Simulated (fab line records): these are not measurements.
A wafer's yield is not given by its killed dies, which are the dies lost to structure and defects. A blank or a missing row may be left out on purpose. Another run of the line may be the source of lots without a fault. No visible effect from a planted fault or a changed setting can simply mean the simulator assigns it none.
Chamber matching / flow n5_finfet / cvd_co-02 running N5_BEOL_M1_PRE_CLEAN_60: 3 sister chambers
The step time 15 s. 3 wafers are shown with their chamber, then 10 later ones without.

WAFERS WITH THEIR CHAMBER
wafer=L081.4; chamber=2; heater_power_w (W)=65
wafer=L084.2; chamber=0; heater_power_w (W)=112
wafer=L084.3; chamber=1; heater_power_w (W)=165

WAFERS WITHOUT THEIR CHAMBER
wafer=L084.4; heater_power_w (W)=109
wafer=L086.4; heater_power_w (W)=165
wafer=L086.5; heater_power_w (W)=111
wafer=L086.6; heater_power_w (W)=68
wafer=L090.1; heater_power_w (W)=113
wafer=L090.2; heater_power_w (W)=170
wafer=L090.3; heater_power_w (W)=64
wafer=L094.1; heater_power_w (W)=65
wafer=L094.2; heater_power_w (W)=113
wafer=L094.4; heater_power_w (W)=113

THE CHAMBER EACH PASSED THROUGH
wafer=L084.4; from the rows above=0; in truth=0
wafer=L086.4; from the rows above=1; in truth=1
wafer=L086.5; from the rows above=0; in truth=0
wafer=L086.6; from the rows above=2; in truth=2
wafer=L090.1; from the rows above=0; in truth=0
wafer=L090.2; from the rows above=1; in truth=1
wafer=L090.3; from the rows above=2; in truth=2
wafer=L094.1; from the rows above=2; in truth=2
wafer=L094.2; from the rows above=0; in truth=0
wafer=L094.4; from the rows above=0; in truth=0
Placed correctly: 10 of 10. Left unplaced by these rows: 0. Placed wrongly: 0.
How it was worked out, from the rows above alone: a wafer's distance from a chamber is the root of the sum, over the readings, of the square of ((its reading less the chamber's mean) divided by the reading's scatter). The wafer belongs to the nearest chamber; if the next one is less than 2 further off, it can't be placed. A chamber's mean is the mean of its shown wafers. The scatter: root of mean squared gap, hidden wafer to nearest shown wafer, with one shown wafer a chamber.
